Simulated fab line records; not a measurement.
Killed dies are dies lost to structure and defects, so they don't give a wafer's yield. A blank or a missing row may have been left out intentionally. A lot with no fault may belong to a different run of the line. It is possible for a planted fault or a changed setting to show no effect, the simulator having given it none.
fab line records / flow n5_finfet
record: lots: 3 wafers: 9 last_day: 18
route steps=1938 shown BEOL_M4@1059
lots with no fault: from the same line, run without faults
start_h: the number of hours between the record's first day and the start of the first shown wafer of the lot / wait_h: how many hours have passed since the lot's step before this one / " repeats the value in the row above / L1.1+2: a single row standing in for several wafers / - value missing, or start not given / * or withheld: withheld / < > ~ a bound
route shown NAME@n: NAME is a module with steps in the file, n the number in the route of the first one / usual: the fault-free wafers' mean and standard deviation / same: alike in all rows / chamber/n: place in a boat / sites: each site's reading / _std_site: their standard deviation / _edge_site: inner sites' mean taken away from outer sites' mean / radius_mm: how far each site lies from the wafer's centre / mask NAME#n: copy n / behind: the most recent tool/chamber to have shaped the wafer / hold: reason for holding the lot/hours on hold/outcome of the hold / device: the transistor (n, p or np) that didn't switch / end of line: the same wafers' tests at the end of the route / a step with no rows: only its recipe / killed: at the first sort, the dies lost to defects and structure; wafer yield is something else / map: a wafer's dies, marking killed ones x, the rest . and places with no die _
set.NAME: the setting the step ran with; set.NAME@STEP: the setting that earlier step ran with / model.NAME: the simulator's own value behind a step, which no gauge read
a table for each step, a row for each wafer; lots at some steps of the route
services: the hour from which a tool's chamber was out of use, counted from the record's first day as start_h (under 0 if before that day), plus the number of hours and why
== steps ==
step: N5_BEOL_M4_DESCUM_33
recipe: chemistry: O2 time_s: 7 source_power_w: 50 bias_power_w: 20 pressure_mtorr: 20 rf_frequency_hz: 2.712e+07 temp_c: 40 resist: CAR-EUV o2_flow_sccm: 225
step: N5_BEOL_M4_ETCH_77
recipe: chemistry: N2/H2 target: underlayer target_depth_a: 65 mask_material: CAR-EUV time_s: 5.2 ion_energy_ev: 200 pressure_mtorr: 30 source_w: 840 bias_w: 150 n2_flow_sccm: 200 h2_flow_sccm: 200 ends: cleared
step: N5_BEOL_M4_ETCH_69
recipe: chemistry: CF4 target: SiARC target_depth_a: 156 mask_material: CAR-EUV time_s: 26 ion_energy_ev: 80 pressure_mtorr: 40 source_w: 545 bias_w: 36 Ar_flow_sccm: 100 cf4_flow_sccm: 100 ends: cleared
step: N5_BEOL_M4_ALD_98
recipe: material: SiO2 target_thk_a: 25 temp_c: 100 ald_precursor_family: BDEAS ald_co_reactant: O2-plasma pulse_time_s: 1 co_reactant_pulse_time_s: 1 purge_time_s: 2 co_reactant_purge_time_s: 2 ald_cycles: 17 pressure_torr: 2
step: N5_BEOL_M4_ETCHBACK_99
recipe: chemistry: CHF3 target: SiO2 target_depth_a: 50 time_s: 10.4 source_w: 215 bias_w: 47 Ar_flow_sccm: 200 CHF3_flow_sccm: 12 ion_energy_ev: 100 pressure_mtorr: 30
step: N5_BEOL_M4_ETCH_70
recipe: chemistry: N2/H2 target: SOC target_depth_a: 800 overetch_a: 240 mask_material: SiARC temp_c: 40 time_s: 130 ion_energy_ev: 200 pressure_mtorr: 30 source_w: 840 bias_w: 150 n2_flow_sccm: 200 h2_flow_sccm: 200
step: N5_BEOL_M4_STRIP_71
recipe: chemistry: N2/H2 temp_c: 40 n2_flow_sccm: 200 h2_flow_sccm: 200 rf_frequency_hz: 6e+07
step: N5_BEOL_M4_STRIP_78
recipe: chemistry: N2/H2 temp_c: 40 n2_flow_sccm: 200 h2_flow_sccm: 200 rf_frequency_hz: 6e+07
step: N5_BEOL_M4_VIA_ETCH_34
recipe: chemistry: C4F6/O2 target_depth_a: 694 mask_material: SOC pressure_mtorr: 15 ion_energy_ev: 250 taper_deg: 4 time_s: 65.9 source_w: 350 bias_w: 170 Ar_flow_sccm: 300 C4F6_flow_sccm: 10 O2_flow_sccm: 10
step: N5_BEOL_M4_STRIP_83
recipe: chemistry: C4F6/O2 resist: SiARC rf_frequency_hz: 6e+07
step: N5_BEOL_M4_STRIP_36
recipe: chemistry: N2/H2 power_w: 450 temp_c: 40 pressure_mtorr: 20 rf_frequency_hz: 6e+07 overash_fraction: 0.3 bias_power_w: 7 h2_frac: 0.5 n2_flow_sccm: 200 h2_flow_sccm: 200
step: N5_BEOL_M4_TRENCH_ETCH_37
recipe: chemistry: C4F6/O2 target_depth_a: 555.55 target: SiOC time_s: 29.2 ion_energy_ev: 250 pressure_mtorr: 30 source_w: 355 bias_w: 185 Ar_flow_sccm: 300 C4F6_flow_sccm: 10 O2_flow_sccm: 10
usual: bias_w: 185.1/0.52 drypump_motor_current_A: 5.5/0.38 oes_product_au: 0.78/0.084 rf_vpp_V: 667/23 showerhead_plenum_p_Torr: 2.85/0.089 throttle_valve_pct: 20.83/0.2
same: time_s: 29.2
lot.wafer=L320.1 tool=rie_diel-01 chamber=3 start_h=237.48 wait_h=- bias_w=135.6 drypump_motor_current_A=6.6 oes_product_au=0.62 rf_hours_counter_h=227 rf_vpp_V=509 showerhead_plenum_p_Torr=2.92 throttle_valve_pct=20.51 model.BEOL_M4.feature_depth_nm=48.6 model.etch.depth_nm=48.62
lot.wafer=L320.5 tool=rie_diel-01 chamber=1 start_h=237.48 wait_h=- bias_w=185.6 drypump_motor_current_A=6.0 oes_product_au=0.71 rf_hours_counter_h=- rf_vpp_V=639 showerhead_plenum_p_Torr=2.75 throttle_valve_pct=21.27 model.BEOL_M4.feature_depth_nm=54 model.etch.depth_nm=54.06
lot.wafer=L320.6 tool=rie_diel-01 chamber=0 start_h=237.48 wait_h=- bias_w=185.8 drypump_motor_current_A=5.2 oes_product_au=0.70 rf_hours_counter_h=- rf_vpp_V=646 showerhead_plenum_p_Torr=2.89 throttle_valve_pct=20.90 model.BEOL_M4.feature_depth_nm=54.8 model.etch.depth_nm=54.87
lot.wafer=L332.2 tool=rie_diel-01 chamber=0 start_h=308.36 wait_h=- bias_w=185.4 drypump_motor_current_A=5.2 oes_product_au=0.97 rf_hours_counter_h=2 rf_vpp_V=652 showerhead_plenum_p_Torr=2.89 throttle_valve_pct=20.59 model.BEOL_M4.feature_depth_nm=56.8 model.etch.depth_nm=56.75
lot.wafer=L332.3 tool=rie_diel-01 chamber=2 start_h=308.36 wait_h=- bias_w=184.7 drypump_motor_current_A=5.3 oes_product_au=0.79 rf_hours_counter_h=128 rf_vpp_V=653 showerhead_plenum_p_Torr=2.87 throttle_valve_pct=20.68 model.BEOL_M4.feature_depth_nm=56.6 model.etch.depth_nm=56.59
lot.wafer=L332.6 tool=rie_diel-01 chamber=1 start_h=308.36 wait_h=- bias_w=184.7 drypump_motor_current_A=6.0 oes_product_au=0.68 rf_hours_counter_h=- rf_vpp_V=640 showerhead_plenum_p_Torr=2.73 throttle_valve_pct=21.35 model.BEOL_M4.feature_depth_nm=53.8 model.etch.depth_nm=53.77
lot.wafer=L333.2 tool=rie_diel-05 chamber=1 start_h=329.49 wait_h=- bias_w=185.4 drypump_motor_current_A=5.3 oes_product_au=0.79 rf_hours_counter_h=133 rf_vpp_V=699 showerhead_plenum_p_Torr=2.97 throttle_valve_pct=20.63 model.BEOL_M4.feature_depth_nm=56.6 model.etch.depth_nm=56.51
lot.wafer=L333.4 tool=rie_diel-05 chamber=2 start_h=329.49 wait_h=- bias_w=185.3 drypump_motor_current_A=5.1 oes_product_au=0.67 rf_hours_counter_h=233 rf_vpp_V=689 showerhead_plenum_p_Torr=2.93 throttle_valve_pct=20.96 model.BEOL_M4.feature_depth_nm=53.6 model.etch.depth_nm=53.52
lot.wafer=L333.6 tool=rie_diel-05 chamber=2 start_h=329.49 wait_h=- bias_w=185.8 drypump_motor_current_A=5.1 oes_product_au=0.68 rf_hours_counter_h=- rf_vpp_V=690 showerhead_plenum_p_Torr=2.93 throttle_valve_pct=20.96 model.BEOL_M4.feature_depth_nm=53.8 model.etch.depth_nm=53.77
step: N5_BEOL_M4_ETCH_41
recipe: chemistry: CH3F/O2 target: SiCN target_depth_a: 299 taper_deg: 2 time_s: 52.5 ion_energy_ev: 120 mask_material: TiN pressure_mtorr: 30 source_w: 395 bias_w: 75 Ar_flow_sccm: 150 CH3F_flow_sccm: 30 O2_flow_sccm: 20
step: N5_BEOL_M4_STRIP_97
recipe: chemistry: N2/H2 time_s: 10 power_w: 450 temp_c: 40 pressure_mtorr: 20 rf_frequency_hz: 6e+07 bias_power_w: 7 n2_flow_sccm: 200 h2_flow_sccm: 200
step: N5_BEOL_M4_OCD_MEAS_38
usual: trench_depth_nm: 55.8/1.4
lot.wafer=L320.1 tool=ocd-02 chamber=- start_h=237.63 wait_h=- trench_depth_nm=48.5
lot.wafer=L320.5 tool=ocd-02 chamber=- start_h=237.63 wait_h=- trench_depth_nm=54.0
lot.wafer=L320.6 tool=ocd-02 chamber=- start_h=237.63 wait_h=- trench_depth_nm=54.7
lot.wafer=L332.2 tool=ocd-02 chamber=- start_h=308.52 wait_h=- trench_depth_nm=56.7
lot.wafer=L332.3 tool=ocd-02 chamber=- start_h=308.52 wait_h=- trench_depth_nm=57.0
lot.wafer=L332.6 tool=ocd-02 chamber=- start_h=308.52 wait_h=- trench_depth_nm=53.8
lot.wafer=L333.2 tool=ocd-01 chamber=- start_h=329.64 wait_h=- trench_depth_nm=56.3
lot.wafer=L333.4 tool=ocd-01 chamber=- start_h=329.64 wait_h=- trench_depth_nm=53.4
lot.wafer=L333.6 tool=ocd-01 chamber=- start_h=329.64 wait_h=- trench_depth_nm=53.7
step: N5_BEOL_M4_HM_STRIP_39
recipe: chemistry: peroxide_tin_strip material: TiN target_depth_a: 250 temp_c: 50 time_s: 158
step: N5_BEOL_M4_SRD_40
recipe: time_s: 30 temp_c: 23 rinse_liquid: diw dry: ipa_marangoni
step: N5_BEOL_M4_PRECLEAN_42
recipe: chemistry: residue_remover time_s: 60 temp_c: 40
step: N5_BEOL_M4_SRD_43
recipe: time_s: 30 temp_c: 23 rinse_liquid: diw dry: ipa_marangoni
step: N5_BEOL_M4_DEGAS_44
recipe: ambient: vacuum temp_c: 250 time_s: 60
step: N5_BEOL_M4_PRE_CLEAN_45
recipe: gas: H2/He time_s: 30 temp_c: 250
step: N5_BEOL_M4_ALD_84
recipe: material: TaN target_thk_a: * temp_c: 275 ald_precursor_family: PDMAT ald_co_reactant: NH3 pressure_torr: 3 carrier_flow_sccm: 1500 pulse_time_s: 2 purge_time_s: 3 co_reactant_purge_time_s: 2 co_reactant_pulse_time_s: 3 ald_cycles: 30 precursor_vessel_temp_c: 75 precursor_vessel_pressure_torr: 26.25 precursor_vessel_carrier_sccm: 1000
step: N5_BEOL_M4_SURFACE_TREAT_85
recipe: gas: Ar time_s: * ion_energy_ev: * ion_current_ma_cm2: 0.5 pressure_mtorr: * ar_flow_sccm: 30
step: N5_BEOL_M4_CVD_47
recipe: material: Co target_thk_a: 30 temp_c: withheld precursor: CCTBA/H2 pressure_torr: 30 time_s: 223.8
step: N5_BEOL_M4_SPUTTER_48
recipe: material: Cu target_thk_a: 45 temp_c: -20 chamber_pressure_pa: 0.07 power_w: withheld time_s: 8.29
step: N5_BEOL_M4_ANNEAL_49
recipe: temp_c: 400 time_s: 240 ambient: vacuum
step: N5_BEOL_M4_SPUTTER_79
recipe: material: Cu target_thk_a: 45 temp_c: -20 chamber_pressure_pa: 0.07 power_w: withheld time_s: 8.29
step: N5_BEOL_M4_ANNEAL_80
recipe: temp_c: 400 time_s: 240 ambient: vacuum
step: N5_BEOL_M4_SPUTTER_81
recipe: material: Cu target_thk_a: 45 temp_c: -20 chamber_pressure_pa: 0.07 power_w: withheld time_s: 8.29
step: N5_BEOL_M4_ANNEAL_82
recipe: temp_c: 400 time_s: 240 ambient: vacuum
step: N5_BEOL_M4_SPUTTER_86
recipe: material: Cu target_thk_a: 45 temp_c: -20 chamber_pressure_pa: 0.07 power_w: withheld time_s: 8.29
step: N5_BEOL_M4_ANNEAL_87
recipe: temp_c: 400 time_s: 240 ambient: vacuum
step: N5_BEOL_M4_SPUTTER_88
recipe: material: Cu target_thk_a: 45 temp_c: -20 chamber_pressure_pa: 0.07 power_w: withheld time_s: 8.29
step: N5_BEOL_M4_ANNEAL_89
recipe: temp_c: 400 time_s: 240 ambient: vacuum
step: N5_BEOL_M4_SPUTTER_90
recipe: material: Cu target_thk_a: 45 temp_c: -20 chamber_pressure_pa: 0.07 power_w: withheld time_s: 8.29
step: N5_BEOL_M4_ANNEAL_91
recipe: temp_c: 400 time_s: 240 ambient: vacuum
step: N5_BEOL_M4_SPUTTER_92
recipe: material: Cu target_thk_a: 45 temp_c: -20 chamber_pressure_pa: 0.07 power_w: withheld time_s: 8.29
step: N5_BEOL_M4_ANNEAL_93
recipe: temp_c: 400 time_s: 240 ambient: vacuum
step: N5_BEOL_M4_SPUTTER_94
recipe: material: Cu target_thk_a: 45 temp_c: -20 chamber_pressure_pa: 0.07 power_w: withheld time_s: 8.29
step: N5_BEOL_M4_ANNEAL_95
recipe: temp_c: 400 time_s: 240 ambient: vacuum
step: N5_BEOL_M4_CMP_52
recipe: stop_on: SiOC t_overpolish_s: 6.8 down_force_psi: 1 platen_rpm: 50 clearing_platen_down_force_psi: 1.5 clearing_platen_rpm: 50 post_cmp_clean: cu_alkaline target_thk_nm: 40 clearing_platen_pad_velocity_m_s: 0.99484 pad_velocity_m_s: 0.99484
usual: barrier_field_endpoint_s: 25.0/0.7 clearing_platen_down_force_psi: 1.500/0.0033 motor_current_A: 5.9/0.49 overpolish_run_s: 6.800/0.0089 retaining_ring_pressure_frac: 1.001/0.0046 time_to_endpoint_s: 64/3.5
lot.wafer=L320.1 tool=cmp-01 chamber=2 start_h=241.53 wait_h=0.3 barrier_field_endpoint_s=24.7 clearing_platen_down_force_psi=1.503 motor_current_A=6.1 overpolish_run_s=6.807 retaining_ring_pressure_frac=1.006 time_to_endpoint_s=63 model.Cu_of_BEOL_M4_ECD_50.thk_nm=33.8
lot.wafer=L320.6 tool=cmp-01 chamber=1 start_h=241.53 wait_h=0.3 barrier_field_endpoint_s=25.1 clearing_platen_down_force_psi=1.501 motor_current_A=5.1 overpolish_run_s=6.805 retaining_ring_pressure_frac=1.001 time_to_endpoint_s=62 model.Cu_of_BEOL_M4_ECD_50.thk_nm=40
lot.wafer=L320.5 tool=cmp-01 chamber=2 start_h=241.53 wait_h=0.3 barrier_field_endpoint_s=25.1 clearing_platen_down_force_psi=1.503 motor_current_A=5.6 overpolish_run_s=6.799 retaining_ring_pressure_frac=1.013 time_to_endpoint_s=65 model.Cu_of_BEOL_M4_ECD_50.thk_nm=39
lot.wafer=L332.2 tool=cmp-01 chamber=3 start_h=312.08 wait_h=0.2 barrier_field_endpoint_s=24.4 clearing_platen_down_force_psi=1.505 motor_current_A=6.2 overpolish_run_s=6.810 retaining_ring_pressure_frac=1.001 time_to_endpoint_s=61 model.Cu_of_BEOL_M4_ECD_50.thk_nm=38.6
lot.wafer=L332.3 tool=cmp-01 chamber=1 start_h=312.08 wait_h=0.2 barrier_field_endpoint_s=23.9 clearing_platen_down_force_psi=1.503 motor_current_A=5.1 overpolish_run_s=6.816 retaining_ring_pressure_frac=0.993 time_to_endpoint_s=63 model.Cu_of_BEOL_M4_ECD_50.thk_nm=40.2
lot.wafer=L332.6 tool=cmp-01 chamber=3 start_h=312.08 wait_h=0.2 barrier_field_endpoint_s=24.4 clearing_platen_down_force_psi=1.499 motor_current_A=6.2 overpolish_run_s=6.804 retaining_ring_pressure_frac=1.003 time_to_endpoint_s=61 model.Cu_of_BEOL_M4_ECD_50.thk_nm=36.4
lot.wafer=L333.4 tool=cmp-04 chamber=3 start_h=334.20 wait_h=0.2 barrier_field_endpoint_s=26.0 clearing_platen_down_force_psi=1.507 motor_current_A=6.0 overpolish_run_s=6.802 retaining_ring_pressure_frac=1.009 time_to_endpoint_s=66 model.Cu_of_BEOL_M4_ECD_50.thk_nm=39
lot.wafer=L333.2 tool=cmp-04 chamber=0 start_h=334.20 wait_h=0.2 barrier_field_endpoint_s=25.6 clearing_platen_down_force_psi=1.506 motor_current_A=6.1 overpolish_run_s=6.807 retaining_ring_pressure_frac=0.993 time_to_endpoint_s=65 model.Cu_of_BEOL_M4_ECD_50.thk_nm=41.2
lot.wafer=L333.6 tool=cmp-04 chamber=2 start_h=334.20 wait_h=0.2 barrier_field_endpoint_s=26.7 clearing_platen_down_force_psi=1.500 motor_current_A=6.5 overpolish_run_s=6.789 retaining_ring_pressure_frac=0.992 time_to_endpoint_s=66 model.Cu_of_BEOL_M4_ECD_50.thk_nm=40
step: N5_BEOL_M4_THK_MEAS_53
recipe: thk_meas_gauge: xrf reads: Cu_of_BEOL_M4_ECD_50
usual: M4_THK: 40.6/2.1
lot.wafer=L320.1 tool=film_metro-01 chamber=- start_h=241.78 wait_h=- M4_THK[nm]=33.7
lot.wafer=L320.5 tool=film_metro-01 chamber=- start_h=241.78 wait_h=- M4_THK[nm]=39.0
lot.wafer=L320.6 tool=film_metro-01 chamber=- start_h=241.78 wait_h=- M4_THK[nm]=40.0
lot.wafer=L332.2 tool=film_metro-02 chamber=- start_h=312.38 wait_h=- M4_THK[nm]=38.6
lot.wafer=L332.3 tool=film_metro-02 chamber=- start_h=312.38 wait_h=- M4_THK[nm]=40.4
lot.wafer=L332.6 tool=film_metro-02 chamber=- start_h=312.38 wait_h=- M4_THK[nm]=36.2
lot.wafer=L333.2 tool=film_metro-01 chamber=- start_h=334.45 wait_h=- M4_THK[nm]=41.2
lot.wafer=L333.4 tool=film_metro-01 chamber=- start_h=334.45 wait_h=- M4_THK[nm]=39.1
lot.wafer=L333.6 tool=film_metro-01 chamber=- start_h=334.45 wait_h=- M4_THK[nm]=39.9
step: N5_BEOL_M4_RS_MEAS_58
recipe: thk_meas_gauge: four-point-probe reads: Co_of_BEOL_M4_CO_CAP_55+Cu_of_BEOL_M4_ECD_50+Co_of_BEOL_M4_CVD_47+TaN_of_BEOL_M4_ALD_84
usual: M4_RS: 0.66/0.042
lot.wafer=L320.1 tool=film_metro-02 chamber=- start_h=242.07 wait_h=0.1 M4_RS[ohm/sq]=0.83
lot.wafer=L320.5 tool=film_metro-02 chamber=- start_h=242.07 wait_h=0.1 M4_RS[ohm/sq]=0.69
lot.wafer=L320.6 tool=film_metro-02 chamber=- start_h=242.07 wait_h=0.1 M4_RS[ohm/sq]=0.67
lot.wafer=L332.2 tool=film_metro-01 chamber=- start_h=312.64 wait_h=0.1 M4_RS[ohm/sq]=0.70
lot.wafer=L332.3 tool=film_metro-01 chamber=- start_h=312.64 wait_h=0.1 M4_RS[ohm/sq]=0.66
lot.wafer=L332.6 tool=film_metro-01 chamber=- start_h=312.64 wait_h=0.1 M4_RS[ohm/sq]=0.76
lot.wafer=L333.2 tool=film_metro-02 chamber=- start_h=334.71 wait_h=0.1 M4_RS[ohm/sq]=0.64
lot.wafer=L333.4 tool=film_metro-02 chamber=- start_h=334.71 wait_h=0.1 M4_RS[ohm/sq]=0.69
lot.wafer=L333.6 tool=film_metro-02 chamber=- start_h=334.71 wait_h=0.1 M4_RS[ohm/sq]=0.67
step: N5_BEOL_M4_RC_MEAS_101
usual: DIBL_N: 36.7/2.6 DIBL_P: 36.9/2.8 IOFF_N: 0.17/0.043 IOFF_P: 0.22/0.05 ION_N: 678/15 ION_P: 465/9.2 SS_N: 71.6/0.79 SS_P: 73.5/0.82 VT_N: 250/3.9 VT_P: -250/3.7
lot.wafer=L320.1 tool=prober-02 chamber=0 start_h=242.13 wait_h=0.0 DIBL_N[mV/V]=36.8 DIBL_P[mV/V]=35.1 IOFF_N[nA/um]=0.16 IOFF_P[nA/um]=0.23 ION_N[uA/um]=671 ION_P[uA/um]=465 SS_N[mV/dec]=71.4 SS_P[mV/dec]=72.6 VT_N[mV]=249 VT_P[mV]=-247
lot.wafer=L320.5 tool=prober-02 chamber=0 start_h=242.13 wait_h=0.0 DIBL_N[mV/V]=37.8 DIBL_P[mV/V]=37.8 IOFF_N[nA/um]=0.18 IOFF_P[nA/um]=0.27 ION_N[uA/um]=671 ION_P[uA/um]=468 SS_N[mV/dec]=71.4 SS_P[mV/dec]=73.5 VT_N[mV]=245 VT_P[mV]=-244
lot.wafer=L320.6 tool=prober-02 chamber=0 start_h=242.13 wait_h=0.0 DIBL_N[mV/V]=33.3 DIBL_P[mV/V]=30.9 IOFF_N[nA/um]=0.10 IOFF_P[nA/um]=0.16 ION_N[uA/um]=661 ION_P[uA/um]=457 SS_N[mV/dec]=70.8 SS_P[mV/dec]=71.7 VT_N[mV]=257 VT_P[mV]=-251
lot.wafer=L332.2 tool=prober-02 chamber=0 start_h=312.84 wait_h=0.2 DIBL_N[mV/V]=40.6 DIBL_P[mV/V]=39.8 IOFF_N[nA/um]=0.25 IOFF_P[nA/um]=0.30 ION_N[uA/um]=707 ION_P[uA/um]=477 SS_N[mV/dec]=72.6 SS_P[mV/dec]=75.2 VT_N[mV]=244 VT_P[mV]=-245
lot.wafer=L332.3 tool=prober-02 chamber=0 start_h=312.84 wait_h=0.2 DIBL_N[mV/V]=40.1 DIBL_P[mV/V]=38.9 IOFF_N[nA/um]=0.24 IOFF_P[nA/um]=0.28 ION_N[uA/um]=723 ION_P[uA/um]=480 SS_N[mV/dec]=71.9 SS_P[mV/dec]=75.0 VT_N[mV]=242 VT_P[mV]=-246
lot.wafer=L332.6 tool=prober-02 chamber=0 start_h=312.84 wait_h=0.2 DIBL_N[mV/V]=34.5 DIBL_P[mV/V]=32.6 IOFF_N[nA/um]=0.12 IOFF_P[nA/um]=0.17 ION_N[uA/um]=652 ION_P[uA/um]=454 SS_N[mV/dec]=69.9 SS_P[mV/dec]=72.5 VT_N[mV]=252 VT_P[mV]=-253
lot.wafer=L333.2 tool=prober-01 chamber=0 start_h=334.92 wait_h=0.2 DIBL_N[mV/V]=41.5 DIBL_P[mV/V]=42.3 IOFF_N[nA/um]=0.24 IOFF_P[nA/um]=0.30 ION_N[uA/um]=696 ION_P[uA/um]=474 SS_N[mV/dec]=72.3 SS_P[mV/dec]=74.3 VT_N[mV]=246 VT_P[mV]=-249
lot.wafer=L333.4 tool=prober-01 chamber=0 start_h=334.92 wait_h=0.2 DIBL_N[mV/V]=40.9 DIBL_P[mV/V]=41.8 IOFF_N[nA/um]=0.23 IOFF_P[nA/um]=0.28 ION_N[uA/um]=697 ION_P[uA/um]=476 SS_N[mV/dec]=72.4 SS_P[mV/dec]=73.9 VT_N[mV]=245 VT_P[mV]=-248
lot.wafer=L333.6 tool=prober-01 chamber=0 start_h=334.92 wait_h=0.2 DIBL_N[mV/V]=39.1 DIBL_P[mV/V]=39.8 IOFF_N[nA/um]=0.19 IOFF_P[nA/um]=0.25 ION_N[uA/um]=696 ION_P[uA/um]=472 SS_N[mV/dec]=72.0 SS_P[mV/dec]=74.7 VT_N[mV]=247 VT_P[mV]=-248
== services ==
tool=cmp-01 chamber=- start_h=214.77 hours=- kind=consumable_replace:conditioner
tool=cmp-01 chamber=- start_h=214.77 hours=- kind=consumable_replace:pad
tool=rie_diel-01 chamber=2 start_h=225.67 hours=2.5 kind=repair
tool=rie_diel-01 chamber=0 start_h=230.15 hours=3.8 kind=repair
tool=rie_diel-05 chamber=0 start_h=251.23 hours=- kind=clean
tool=rie_diel-05 chamber=0 start_h=251.23 hours=- kind=consumable_replace:focus_ring
tool=rie_diel-05 chamber=0 start_h=251.23 hours=17.4 kind=scheduled_down
tool=rie_diel-05 chamber=0 start_h=251.23 hours=17.4 kind=vent_cycle
tool=cmp-04 chamber=- start_h=261.59 hours=1.2 kind=repair
tool=rie_diel-01 chamber=0 start_h=273.91 hours=- kind=clean
tool=rie_diel-01 chamber=0 start_h=273.91 hours=- kind=consumable_replace:esc
tool=rie_diel-01 chamber=0 start_h=273.91 hours=- kind=consumable_replace:focus_ring
tool=rie_diel-01 chamber=0 start_h=273.91 hours=29.4 kind=scheduled_down
tool=rie_diel-01 chamber=0 start_h=273.91 hours=29.4 kind=vent_cycle
tool=rie_diel-01 chamber=2 start_h=274.40 hours=6.1 kind=repair
tool=rie_diel-01 chamber=3 start_h=303.35 hours=- kind=clean
tool=rie_diel-01 chamber=3 start_h=303.35 hours=- kind=consumable_replace:focus_ring
tool=rie_diel-01 chamber=3 start_h=303.35 hours=17.1 kind=scheduled_down
tool=rie_diel-01 chamber=3 start_h=303.35 hours=17.1 kind=vent_cycle
tool=cmp-04 chamber=- start_h=315.22 hours=1.1 kind=repair
tool=rie_diel-01 chamber=2 start_h=318.89 hours=28.1 kind=repair
tool=cmp-01 chamber=- start_h=322.34 hours=1.7 kind=repair
tool=cmp-04 chamber=- start_h=325.38 hours=1.0 kind=repair
tool=rie_diel-05 chamber=3 start_h=331.24 hours=12.5 kind=repair
== key ==
first_sign: step: N5_BEOL_M4_TRENCH_ETCH_37 reading: bias_w direction: down sigmas: 95 usual: * struck: *
effect: step: N5_BEOL_M4_TRENCH_ETCH_37 reading: rf_vpp_V direction: down sigmas: 6.8 usual: 667 struck: 509
effect: step: N5_BEOL_M4_OCD_MEAS_38 reading: trench_depth_nm direction: down sigmas: 5.1 usual: 55.8 struck: 48.5
effect: step: N5_BEOL_M4_THK_MEAS_53 reading: M4_THK direction: down sigmas: 3.3 usual: 40.6 struck: 33.7
effect: step: N5_BEOL_M4_RS_MEAS_58 reading: M4_RS direction: up sigmas: 4.1 usual: 0.66 struck: 0.83
model_effect: step: N5_BEOL_M4_TRENCH_ETCH_37 value: BEOL_M4.feature_depth_nm without: 53.6 struck: 48.6
model_effect: step: N5_BEOL_M4_CMP_52 value: Cu_of_BEOL_M4_ECD_50.thk_nm without: 38.6 struck: 33.8
met_at N5_BEOL_M4_TRENCH_ETCH_37
struck_wafers L320.1
fault: kind: process_parameter_drift tool: rie_diel-01 chamber: 3 onset_h: 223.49 steps: N5_BEOL_M4_TRENCH_ETCH_37 channel: bias_w offset: * shape: step end_h: 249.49 acts_in: * stated: *
